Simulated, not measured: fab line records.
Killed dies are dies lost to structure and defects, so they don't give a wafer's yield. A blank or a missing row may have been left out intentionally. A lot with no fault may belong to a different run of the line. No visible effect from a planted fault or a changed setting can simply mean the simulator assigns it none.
Comparing a struck lot with a sound one    flow nand-harc    15 out of 1302 route steps
Sound: the wafers L713.1, L713.2, L713.5. Wafers L718.2, L718.4, L718.6 were the ones struck. Last of all comes the cause.
At each step with rows: each side's tool, then ch and its chambers, then its first start. Under that, the readings that differ: sound wafers    struck wafers    difference of the means    sigmas: that difference in standard deviations of wafers without a fault.
alike: words and numbers the same on both sides, and readings whose means are apart by under 2 such deviations; not compared: readings that were withheld, readings missing a value for some wafer, numbers with overlapping values and no deviation given by the record, and bounds like >300 which may hide the same value.
Wherever a step has rows on one side only, a row that says differs or no value, or a row with sigmas, the two part there. When numbers do not overlap yet have no deviation, they are printed without sigmas and do not part them. Lack of a reading on every wafer of one side parts them only where that side has two or more wafers.

first, 1 step without rows for these wafers: NHARC_A_CONTACT_ETCH_119 (etches the open film in C4F8/O2/Ar, time 190 s, target depth 1850 nm).
NHARC_A_CONTACT_ETCH_120: etches the open film in C4F8/O2/Ar, time 190 s, target depth 1850 nm.
  sound on har-cap-etch-01 ch 0,1, day 27 08:36; struck on har-cap-etch-01 ch 0,1, day 28 04:24
  alike: oes-air-line-au
  not compared: rf-hours-counter-h
then, 1 step without rows for these wafers: NHARC_A_CONTACT_ETCH_121 (etches the open film in C4F8/O2/Ar, time 190 s, target depth 1850 nm).
NHARC_A_CONTACT_ETCH_122: etches the open film in C4F8/O2/Ar, time 190 s, target depth 1850 nm.
  sound on har-cap-etch-01 ch 0,1, day 27 08:56; struck on har-cap-etch-01 ch 0,1, day 28 04:44
  alike: oes-air-line-au
  not compared: rf-hours-counter-h
then, 1 step without rows for these wafers: NHARC_A_CONTACT_ETCH_123 (etches the open film in C4F8/O2/Ar, time 490 s, target depth 2110 nm).
NHARC_A_CONTACT_ETCH_90: etches the open film in CH3F/O2, target depth 40 nm, time 85.7 s.
  sound on rie-diel-04 ch 1,2, day 27 10:05; struck on rie-diel-01 ch 0,2,3, day 28 05:55
  alike: drypump-motor-current-A, o2-flow-sccm, oes-product-au, rf-vpp-V, showerhead-plenum-p-Torr, throttle-valve-pct
  not compared: rf-hours-counter-h
NHARC_A_CONTACT_ETCH_96: etches the open film in C4F6/O2, target depth 20 nm, time 10 s.
  sound: rie-diel-04 ch 1,2; struck: rie-diel-01 ch 0,1,3
  alike: drypump-motor-current-A, o2-flow-sccm, oes-product-au, rf-vpp-V, showerhead-plenum-p-Torr, throttle-valve-pct
  not compared: rf-hours-counter-h
NHARC_A_CONTACT_CD_MEAS_53:
  sound on cd-sem-03 at day 27 10:19; struck on cd-sem-01 at day 28 06:06
  alike: cd-nm
then, 3 steps without rows for these wafers: NHARC_A_CONTACT_STRIP_99 (strips in N2/H2); NHARC_A_CONTACT_STRIP_100 (strips in CF4/CHF3); NHARC_A_CONTACT_STRIP_101 (strips in O2/COS).
NHARC_A_CONTACT_ETCH_102: etches the open film in CF4/O2, target depth 100 nm, overetch 10 nm, time 55 s.
  sound on rie-diel-10 ch 1,2, day 27 10:37; struck on rie-diel-01 ch 0,2,3, day 28 06:23
  alike: drypump-motor-current-A, o2-flow-sccm, oes-product-au, rf-vpp-V, showerhead-plenum-p-Torr, throttle-valve-pct
  not compared: rf-hours-counter-h
NHARC_A_CONTACT_STRIP_55: strips in O2.
  sound on rie-diel-10 ch 0,1,2, day 27 10:42; struck on rie-diel-01 ch 1,3, day 28 06:30
  no value came back on the struck wafers for any of 8 readings (bias-w (W), chamber-pressure-mTorr (mTorr) and others); on the sound wafers bias-w (W) reads 0 0 0
  not compared: rf-hours-counter-h
then, 1 step without rows for these wafers: NHARC_A_CONTACT_STRIP_56 (strips in post etch residue remover, time 600 s).
-- record jumps: 3 days between struck wafers' starts before vs after; left off in module A_CONTACT, resumes in module END, first step shown is number 1302 of the route --
NHARC_END_SORT_01:
  sound on prober-01 ch 0, day 30 16:33; struck on prober-01 ch 0, day 31 16:57
reading          sound     struck       difference  sigmas
killed-at-array  57 56 51  671 668 669  +615        +34
killed-dies      60 58 54  677 677 677  +620        +34
  alike: killed-at-other, killed-at-periphery, killed-open, killed-short

== WHERE THEY PART ==
Last at NHARC_END_SORT_01 as far as this record goes, first at NHARC_A_CONTACT_STRIP_55.

WHY: whatever the simulator had introduced
Step skipped in full: rie-diel-01, at NHARC_A_CONTACT_STRIP_55, from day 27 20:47 onward. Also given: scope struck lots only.
